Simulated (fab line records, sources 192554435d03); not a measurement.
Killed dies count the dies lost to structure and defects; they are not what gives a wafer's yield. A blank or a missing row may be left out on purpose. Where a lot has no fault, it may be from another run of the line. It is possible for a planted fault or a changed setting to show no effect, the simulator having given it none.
fab line records    flow n5Finfet
[record] lots = 10  wafers = 30  lastDay = 17
route steps=1938 shown HKMG_FIN@447 BEOL_M15@1773 PASSIVATION@1936
lots untouched by any fault: they come from a run of this same line in which no faults occurred
startH: hours from the record's opening day to when the first of the lot's shown wafers began    waitH: time in hours since the lot's previous step    " unchanged from the row above    L1.1+2: a single row standing in for several wafers    - no value present, or no start provided    * or withheld: withheld    < > ~ a bound
route shown NAME@n: a module of which the file shows steps, and the number in the route of the first    usual: the fault-free wafers' mean and standard deviation    same: alike in all rows    chamber/n: place in a boat    sites: the reading at each site    _std_site: how widely they spread, as a standard deviation    _edge_site: inner sites' mean taken away from outer sites' mean    radiusMm: for every site, how far away it sits from the centre of the wafer    mask NAME#n: copy n    behind: the last tool/chamber to shape the wafer    hold: why the lot was held/for how many hours/how that ended    device: the transistor (n, p or np) that didn't switch    end of line: the same wafers' tests at the end of the route    where a step has no rows: the recipe by itself    killed: at the first sort, the dies lost to defects and structure; wafer yield is something else    map: shows each die of a wafer: x if killed, . if not, _ if none is there
set.NAME: the setting as run; set.NAME@STEP: as run at that earlier step    model.NAME: the simulator's own value behind a step, which no gauge read
steps of the route over a sample of lots; a table a step, a row a wafer
services: a tool's chamber out of use, with start hour (startH, from the record's first day; less than 0 if before it), hours out, and reason
[[steps]]
[step N5_HKMG_FIN_STRIP_88]
[recipe] chemistry = N2/H2  powerW = 2500  tempC = 300  h2Frac = 0.65  timeS = 360  pressureMtorr = withheld  n2FlowSccm = 1750  h2FlowSccm = 3250
[usual] drypumpMotorCurrentA = 5.4/0.63  heaterPowerW = 431/11
lot.wafer  tool            chamber  startH  waitH  drypumpMotorCurrentA  heaterPowerW  rfHoursCounterH
L460.3     plasmaAsher-01  0        77.29   0.2    5.9                   430           -
L460.4     "               1        "       "      4.7                   437           -
L460.5     "               0        "       "      5.9                   435           -
L461.1     plasmaAsher-02  0        87.23   0.0    4.8                   401           91
L461.2     "               1        "       "      6.2                   439           91
L461.3     "               1        "       "      6.2                   434           -
L462.2     plasmaAsher-02  1        89.66   0.0    6.2                   430           92
L462.3     "               0        "       "      4.8                   412           -
L462.6     "               1        "       "      6.2                   431           -
L463.1     plasmaAsher-01  1        100.05  0.0    4.7                   449           40
L463.3     "               1        "       "      4.7                   430           -
L463.6     "               0        "       "      5.9                   428           -
L471.2     plasmaAsher-01  0        143.39  0.0    5.9                   436           53
L471.3     "               0        "       "      5.9                   426           -
L471.6     "               0        "       "      5.9                   437           -
L473.1     plasmaAsher-01  1        158.72  0.0    4.7                   442           57
L473.2     "               0        "       "      5.9                   446           57
L473.3     "               0        "       "      5.9                   451           -
L475.2     plasmaAsher-02  1        169.61  0.0    6.2                   432           103
L475.5     "               1        "       "      6.2                   427           -
L475.6     "               0        "       "      4.8                   411           -
L478.2     plasmaAsher-02  0        190.69  0.0    4.9                   407           107
L478.4     "               0        "       "      4.8                   411           -
L478.5     "               1        "       "      6.1                   426           -
L481.1     plasmaAsher-02  1        203.73  0.0    6.2                   433           110
L481.2     "               0        "       "      4.8                   408           110
L481.4     "               1        "       "      6.2                   433           -
L483.2     plasmaAsher-02  1        215.16  0.0    6.2                   448           112
L483.5     "               0        "       "      4.8                   403           -
L483.6     "               1        "       "      6.2                   429           -
[step N5_BEOL_M15_ILD_DEP_00]
[recipe] material = SiO2  targetThkA = 16293  tempC = 400  precursor = TEOS/O2  pressureTorr = 6.5  rfW = 900  teosFlowSccm = 161.4  gas = O2  flowSccm = 2650  timeS = 346.1
[usual] heaterPowerW = 536/100  rfFwdPowerW = 897.8/2.5  showerheadPlenumPTorr = 8.35/0.04  showerheadVppV = 1851/66  susceptorTempC = 400.02/0.21  throttleValvePct = 19.1/1
lot.wafer  tool      chamber  startH  waitH  heaterPowerW  rfFwdPowerW  showerheadPlenumPTorr  showerheadVppV  susceptorTempC  throttleValvePct
L460.3     pecvd-03  1        241.31  0.0    433           895.6        8.39                   1789            399.97          20.2
L460.4     "         1        "       "      484           897.2        8.40                   1803            399.98          20.1
L460.5     "         0        "       "      664           897.7        8.34                   1813            400.10          18.8
L461.1     pecvd-02  1        255.54  0.0    659           897.9        8.31                   1840            399.78          19.9
L461.2     "         0        "       "      630           899.9        8.35                   1855            400.66          19.2
L461.3     "         2        "       "      466           900.4        8.28                   1772            399.91          17.2
L462.2     pecvd-03  1        255.70  0.0    509           898.0        8.36                   1844            399.72          20.2
L462.3     "         0        "       "      645           900.8        8.32                   1810            400.06          18.9
L462.6     "         0        "       "      528           902.0        8.35                   1784            400.07          18.7
L463.1     pecvd-01  1        260.79  0.0    596           893.6        8.38                   1783            399.56          18.6
L463.3     "         0        "       "      675           896.9        8.42                   1990            400.15          20.1
L463.6     "         0        "       "      547           895.0        8.42                   1960            400.09          20.5
L471.2     pecvd-02  0        306.13  0.0    619           899.9        8.33                   1863            400.14          19.2
L471.3     "         1        "       "      728           899.9        8.33                   1782            399.90          19.8
L471.6     "         0        "       "      493           899.9        8.34                   1842            399.94          19.3
L473.1     pecvd-01  0        326.42  0.0    668           895.4        8.42                   1975            399.66          20.3
L473.2     "         2        "       "      489           896.1        8.38                   1908            399.69          19.9
L473.3     "         1        "       "      527           895.2        8.40                   1801            399.74          18.8
L475.2     pecvd-02  1        338.09  0.0    576           897.0        8.31                   1791            400.05          19.9
L475.5     "         0        "       "      594           898.7        8.32                   1871            400.30          19.3
L475.6     "         1        "       "      585           894.8        8.32                   1801            399.93          19.9
L478.2     pecvd-03  1        354.17  0.0    449           897.2        8.38                   1774            400.27          20.4
L478.4     "         2        "       "      532           895.7        8.33                   1938            399.88          17.7
L478.5     "         0        "       "      528           898.7        8.32                   1818            399.77          18.9
L481.1     pecvd-03  0        370.25  0.0    622           901.7        8.34                   1841            400.19          18.8
L481.2     "         2        "       "      520           894.9        8.34                   1927            399.95          17.4
L481.4     "         2        "       "      403           899.8        8.34                   1950            399.84          17.3
L483.2     pecvd-02  1        384.90  0.0    616           901.1        8.33                   1800            400.50          19.7
L483.5     "         2        "       "      440           897.0        8.29                   1737            400.08          17.7
L483.6     "         1        "       "      707           896.8        8.32                   1832            400.71          19.9
[step N5_BEOL_M15_DESCUM_33]
[recipe] chemistry = O2  timeS = 7.9  sourcePowerW = 50  biasPowerW = 20  pressureMtorr = 20  rfFrequencyHz = 2.712e+07  tempC = 40  o2FlowSccm = 225
[usual] chamberPressureMTorr = 19.997/0.019  drypumpMotorCurrentA = 5.7/0.35  oesProductAu = 0.81/0.066  rfFwdPowerW = 49.25/0.28  rfVppV = 243.5/1.1  showerheadPlenumPTorr = 2.12/0.046  throttleValvePct = 20.26/0.26
lot.wafer  tool        chamber  startH  waitH  chamberPressureMTorr  drypumpMotorCurrentA  oesProductAu  rfFwdPowerW  rfHoursCounterH  rfVppV  showerheadPlenumPTorr  throttleValvePct
L460.3     rieDiel-04  3        244.34  0.7    20.003                6.1                   0.81          49.50        131              243.2   2.12                   20.17
L460.4     "           0        "       "      20.001                5.4                   0.74          49.76        194              243.5   2.14                   20.32
L460.5     "           0        "       "      20.021                5.4                   0.73          49.64        -                243.5   2.14                   20.34
L461.1     rieDiel-04  1        258.18  0.4    19.978                4.9                   0.74          49.12        191              243.2   2.14                   20.08
L461.2     "           2        "       "      20.016                6.0                   0.93          49.63        24               245.5   2.14                   20.51
L461.3     "           0        "       "      19.955                5.4                   0.73          49.88        198              242.6   2.14                   20.33
L462.2     rieDiel-04  2        258.92  1.0    19.987                6.0                   0.92          49.50        24               245.3   2.14                   20.52
L462.3     "           3        "       "      20.008                6.1                   0.80          49.75        135              241.8   2.12                   20.16
L462.6     "           3        "       "      20.013                6.1                   0.79          49.48        -                242.7   2.12                   20.18
L463.1     rieDiel-05  2        263.02  0.0    19.990                5.7                   0.87          49.13        50               244.0   2.11                   20.07
L463.3     "           1        "       "      20.016                5.6                   0.84          49.44        71               242.9   2.12                   20.29
L463.6     "           2        "       "      20.011                5.7                   0.88          49.03        -                244.3   2.11                   20.07
L471.2     rieDiel-04  0        308.80  0.1    19.995                5.4                   0.72          49.78        214              244.7   2.13                   20.37
L471.3     "           3        "       "      20.015                6.1                   0.79          49.40        152              242.0   2.11                   20.20
L471.6     "           3        "       "      19.982                6.1                   0.78          49.53        -                244.2   2.12                   20.19
L473.1     rieDiel-05  1        328.91  0.0    20.003                5.6                   0.80          49.26        88               244.4   2.12                   20.32
L473.2     "           3        "       "      19.968                5.8                   0.82          49.06        46               244.2   2.11                   19.75
L473.3     "           2        "       "      20.006                5.6                   0.84          49.06        66               243.3   2.11                   20.08
L475.2     rieDiel-04  2        340.58  0.2    19.980                6.0                   0.87          49.53        51               244.3   2.13                   20.57
L475.5     "           3        "       "      19.986                6.1                   0.78          49.24        -                242.9   2.11                   20.20
L475.6     "           2        "       "      19.998                6.0                   0.87          49.56        -                243.4   2.13                   20.56
L478.2     rieDiel-01  2        356.52  0.2    20.001                5.8                   0.81          49.51        89               242.0   2.06                   20.85
L478.4     "           0        "       "      19.985                5.6                   0.85          49.17        36               241.8   2.04                   20.15
L478.5     "           1        "       "      20.024                5.7                   0.79          49.08        -                244.5   2.20                   20.54
L481.1     rieDiel-01  1        372.36  0.0    20.029                5.7                   0.79          49.14        121              244.8   2.20                   20.57
L481.2     "           2        "       "      19.996                5.8                   0.81          49.42        93               243.2   2.06                   20.87
L481.4     "           0        "       "      19.984                5.6                   0.85          49.18        42               242.3   2.04                   20.16
L483.2     rieDiel-05  3        388.07  0.5    20.024                5.8                   0.80          49.04        64               243.3   2.11                   19.79
L483.5     "           3        "       "      20.034                5.8                   0.81          49.06        -                244.4   2.11                   19.78
L483.6     "           0        "       "      19.968                5.0                   0.92          49.35        -                243.4   2.15                   20.14
[step N5_BEOL_M15_STRIP_37]
[recipe] chemistry = O2  powerW = 600  tempC = 60  pressureMtorr = 30  rfFrequencyHz = 6e+07  biasPowerW = 0  overashFraction = 0.3  o2FlowSccm = 225
[usual] chamberPressureMTorr = 30.00/0.047  drypumpMotorCurrentA = 5.7/0.34  oesProductAu = 0.82/0.066  rfVppV = 3.6/0.68  showerheadPlenumPTorr = 2.12/0.042  throttleValvePct = 16.52/0.24
lot.wafer  tool        chamber  startH  waitH  chamberPressureMTorr  drypumpMotorCurrentA  oesProductAu  rfHoursCounterH  rfVppV  showerheadPlenumPTorr  throttleValvePct
L460.3     rieDiel-05  2        -       -      30.05                 5.7                   0.89          44               3.4     2.12                   16.32
L460.4     "           3        "       "      30.00                 5.8                   0.86          25               3.7     2.13                   16.01
L460.5     "           2        "       "      30.04                 5.7                   0.88          -                4.1     2.12                   16.35
L461.1     rieDiel-05  0        -       -      30.01                 5.0                   0.68          239              4.4     2.16                   16.66
L461.2     "           3        "       "      29.99                 5.7                   0.86          28               4.4     2.12                   16.00
L461.3     "           1        "       "      30.02                 5.6                   0.84          70               3.5     2.13                   16.55
L462.2     rieDiel-01  2        -       -      30.01                 5.8                   0.85          59               3.3     2.07                   16.97
L462.3     "           3        "       "      30.00                 6.2                   0.89          25               4.9     2.06                   16.29
L462.6     "           1        "       "      29.98                 5.8                   0.83          -                3.1     2.22                   16.70
L463.1     rieDiel-04  1        -       -      30.00                 4.9                   0.73          193              3.5     2.15                   16.41
L463.3     "           3        "       "      29.95                 6.1                   0.79          137              3.8     2.12                   16.43
L463.6     "           0        "       "      29.94                 5.4                   0.72          -                2.8     2.14                   16.67
L471.2     rieDiel-04  0        -       -      29.94                 5.4                   0.72          215              4.0     2.14                   16.68
L471.3     "           2        "       "      29.96                 6.0                   0.89          42               3.9     2.14                   16.77
L471.6     "           2        "       "      29.98                 6.0                   0.89          -                3.8     2.14                   16.77
L473.1     rieDiel-05  3        -       -      30.00                 5.7                   0.84          46               3.3     2.12                   16.04
L473.2     "           2        "       "      30.02                 5.8                   0.85          67               3.3     2.11                   16.37
L473.3     "           1        "       "      30.05                 5.6                   0.82          88               3.8     2.12                   16.56
L475.2     rieDiel-05  3        -       -      29.96                 5.8                   0.81          50               3.1     2.12                   16.04
L475.5     "           2        "       "      30.01                 5.7                   0.85          -                4.2     2.11                   16.39
L475.6     "           1        "       "      30.04                 5.6                   0.80          -                2.8     2.12                   16.58
L478.2     rieDiel-04  0        -       -      30.01                 5.4                   0.72          229              3.7     2.13                   16.70
L478.4     "           3        "       "      30.03                 6.1                   0.78          167              3.3     2.11                   16.47
L478.5     "           3        "       "      29.96                 6.1                   0.77          -                4.5     2.11                   16.47
L481.1     rieDiel-01  0        -       -      30.03                 5.7                   0.84          43               4.4     2.04                   16.44
L481.2     "           2        "       "      30.04                 5.8                   0.81          94               3.4     2.06                   17.03
L481.4     "           3        "       "      29.97                 6.2                   0.82          61               4.3     2.04                   16.36
L483.2     rieDiel-04  1        -       -      30.00                 4.9                   0.70          232              3.7     2.13                   16.52
L483.5     "           0        "       "      30.04                 5.4                   0.69          -                4.5     2.13                   16.73
L483.6     "           3        "       "      29.94                 6.1                   0.77          -                2.8     2.11                   16.48
[step N5_PASSIVATION_PROBE_49]
[usual] killed_at_M0_to_M3 = 34/8.9  killed_at_M4_up = 13/4.6  killedAtContacts = 12/5.5  killedAtFrontEnd = 41/11  killedAtOther = 3.1/2.9  killedDies = 102/16  killedOnRim = 13/4.2  killedOpen = 66/11  killedShort = 34/7.6
[same] grossDies = 1180  killedAtBackSide = 0
lot.wafer  tool       chamber  startH  waitH  killed_at_M0_to_M3  killed_at_M4_up  killedAtContacts  killedAtFrontEnd  killedAtOther  killedDies  killedOnRim  killedOpen  killedShort
L471.2     prober-01  -        326.41  0.1    22                  7                7                 106               3              145         30           41          27
L471.3     prober-01  -        326.46  0.1    32                  20               6                 119               1              178         26           59          40
L471.6     prober-01  -        326.61  0.3    28                  11               9                 119               4              171         26           66          27
L473.1     prober-02  -        346.22  0.0    35                  11               9                 32                4              91          11           60          29
L473.2     prober-02  -        346.27  0.1    20                  9                7                 125               1              162         29           61          24
L473.3     prober-02  -        346.32  0.1    60                  13               5                 92                4              174         25           60          37
// killed by level:class
L471.2 HKMG_FIN:unspecified=77 STI_FIN_REVEAL:geometricParticle:open=7 FIN_SAQP:geometricParticle:short=6 BEOL_M0_SAQP:geometricParticle:short=6 BEOL_M2:geometricParticle:open=6 FIN_SAQP:geometricParticle:open=4 MOL_CONTACT_COAG:geometricParticle:short=4 MOL_CONTACT_COAG:geometricParticle:open=3
L471.3 HKMG_FIN:unspecified=78 BEOL_M2:geometricParticle:open=10 FIN_SAQP:geometricParticle:short=9 BEOL_M0_SAQP:geometricParticle:short=9 GATE_CUT:geometricParticle:short=7 BEOL_M0_SAQP:geometricParticle:open=7 STI_FIN_REVEAL:geometricParticle:open=6 BEOL_M4:geometricParticle:open=6
L471.6 HKMG_FIN:unspecified=77 STI_FIN_REVEAL:geometricParticle:open=16 FIN_SAQP:geometricParticle:open=9 MOL_CONTACT_COAG:geometricParticle:open=8 BEOL_M0_SAQP:geometricParticle:short=6 BEOL_M0_SAQP:geometricParticle:open=6 BEOL_M4:geometricParticle:open=6 BEOL_M2:geometricParticle:open=4
L473.1 FIN_SAQP:geometricParticle:open=9 BEOL_M1:geometricParticle:open=8 FIN_SAQP:geometricParticle:short=7 BEOL_M2:geometricParticle:open=7 STI_FIN_REVEAL:geometricParticle:open=7 BEOL_M0_SAQP:geometricParticle:short=7 MOL_CONTACT_COAG:geometricParticle:open=6 BEOL_M0_SAQP:geometricParticle:open=5
L473.2 HKMG_FIN:unspecified=76 FIN_SAQP:geometricParticle:open=19 FIN_SAQP:geometricParticle:short=8 BEOL_M0_SAQP:geometricParticle:open=7 DUMMY_GATE:geometricParticle:open=6 MOL_CONTACT_COAG:geometricParticle:open=6 BEOL_M0_SAQP:geometricParticle:short=6 BEOL_M3:geometricParticle:open=6
L473.3 HKMG_FIN:unspecified=73 BEOL_M0_SAQP:geometricParticle:open=18 BEOL_M0_SAQP:geometricParticle:short=15 BEOL_M1:geometricParticle:open=7 BEOL_M2:geometricParticle:open=6 BEOL_M1:geometricParticle:short=5 BEOL_M3:geometricParticle:open=5 STI_FIN_REVEAL:geometricParticle:open=4
[[services]]
tool            chamber  startH  hours  kind
pecvd-02        -        57.48   1.9    repair
rieDiel-01      2        78.79   3.0    repair
plasmaAsher-01  -        84.16   4.3    pm
rieDiel-01      -        100.88  0.9    repair
plasmaAsher-02  -        101.08  0.9    repair
plasmaAsher-02  -        121.91  15.6   pm
rieDiel-04      0        135.51  2.6    repair
rieDiel-04      2        137.67  9.0    repair
plasmaAsher-02  -        140.75  5.2    repair
pecvd-02        -        144.46  0.7    repair
rieDiel-05      3        154.00  3.5    repair
rieDiel-04      -        156.29  1.1    repair
rieDiel-04      1        173.36  6.0    repair
rieDiel-05      -        200.69  1.2    repair
rieDiel-04      3        204.29  12.3   repair
rieDiel-05      0        231.27  1.3    repair
rieDiel-05      -        266.35  15.6   pm
plasmaAsher-02  -        267.50  2.8    pm
plasmaAsher-02  -        283.12  9.5    repair
rieDiel-05      0        301.90  5.6    repair
rieDiel-05      1        352.70  1.2    repair
rieDiel-04      2        368.45  6.1    repair
rieDiel-05      2        370.24  2.6    repair
rieDiel-04      -        382.40  5.6    repair
[[key]]
[firstSign] step = N5_PASSIVATION_PROBE_49  reading = killedAtFrontEnd  direction = up  sigmas = 6.2  usual = 41  struck = 112
[effect] step = N5_PASSIVATION_PROBE_49  reading = killedDies  direction = up  sigmas = 4  usual = 102  struck = 166
[moreKillsBornAt] N5_HKMG_FIN_STRIP_88@plasmaAsher-01 = 381
metAt N5_HKMG_FIN_STRIP_88
struckLots L471,L473
struckWafers L471.2,L471.3,L471.6,L473.2,L473.3
testerLeftOut L471,L473
notActingAt N5_BEOL_M15_ILD_DEP_00,N5_BEOL_M15_DESCUM_33,N5_BEOL_M15_STRIP_37
onsetBetween 100.05 143.39
[fault] kind = chamberParticleSource  tool = plasmaAsher-01  chamber = 0  onsetH = 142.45  steps = N5_HKMG_FIN_STRIP_88  ratePerVisitCm2 = 1.9082  endH = 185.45
// testerLeftOut: of these lots the tester's yield and bins aren't shown, on N5 and GAA mostly nor the transistor test; their killed dies are dies lost to structure and defects alone, not to doping, threshold or leakage, so they don't give the yield
